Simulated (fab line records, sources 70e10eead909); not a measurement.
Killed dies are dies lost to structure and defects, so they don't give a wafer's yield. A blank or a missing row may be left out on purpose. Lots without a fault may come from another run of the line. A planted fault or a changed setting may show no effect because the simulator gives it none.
Which tool did it? | flow nand_harc | 6 lots, 18 wafers sampled, at 3 steps of a route of 1302

WHAT THE GAUGES READ, wafer by wafer
NHARC_A_CHANNEL_FILL_D1_THK_MEAS_06: measures by ellipsometry.
lot  | measured     | on            | thk_nm (nm)
L488 | day 10 23:46 | film_metro-02 | 4.0 3.8 3.2
L490 | day 12 04:43 | film_metro-02 | 6.3 3.7 4.9
L500 | day 16 15:06 | film_metro-01 | 3.8 4.3 5.0
L505 | day 18 22:19 | film_metro-01 | 4.3 4.7 5.1
L507 | day 19 08:36 | film_metro-02 | 3.9 3.8 6.3
L509 | day 20 08:22 | film_metro-01 | 4.2 5.3 6.0

WHICH TOOL RAN EACH LOT (tool, then ch and the chambers of the sampled wafers, then the start)
lot  | NHARC_A_CHANNEL_HOLE_D1_STRIP_27              | NHARC_A_CHANNEL_FILL_D1_ALD_14
L488 | rie_diel-13 ch 2,3, day 9 18:14 or earlier    | ald_hk-01 ch 1,3, day 9 18:14
L490 | rie_diel-13 ch 1,2,3, day 10 23:24 or earlier | ald_hk-04 ch 1,2,3, day 10 23:24
L500 | rie_diel-13 ch 1,3, day 15 09:20 or earlier   | ald_hk-04 ch 1,2,3, day 15 09:20
L505 | rie_diel-13 ch 0,1,2, day 17 15:32 or earlier | ald_hk-02 ch 0,2,3, day 17 15:32
L507 | rie_diel-04 ch 2,3, day 18 02:56 or earlier   | ald_hk-02 ch 1,3, day 18 02:56
L509 | rie_diel-02 ch 0,1,3, day 18 21:11 or earlier | ald_hk-02 ch 1,2, day 18 21:11
- NHARC_A_CHANNEL_HOLE_D1_STRIP_27: strips in O2.
- NHARC_A_CHANNEL_FILL_D1_ALD_14: deposits SiO2, target thk 2.5 nm, pulse time 10 s, ald cycles 25.

THE ANSWER, worked out from the rows above alone
Rule: what is usual is taken from the lots themselves. Put in order of their means at a reading, lots are off if they are a third of the lots or fewer, leave a main group of 4 or more, and stand apart from it by a gap of 3 or more times the standard deviation of the main group's means; of several such gaps the widest counts. A main group whose means are all the same, to the digits that the tables above print for the reading, isn't used. A lot without any number at a reading at which 4 lots or more have one is off too. The other lots that the step has rows for count as sound.
No lot is off at any reading shown: from this, nothing can be told.

WHAT THE SIMULATOR HAD PUT IN
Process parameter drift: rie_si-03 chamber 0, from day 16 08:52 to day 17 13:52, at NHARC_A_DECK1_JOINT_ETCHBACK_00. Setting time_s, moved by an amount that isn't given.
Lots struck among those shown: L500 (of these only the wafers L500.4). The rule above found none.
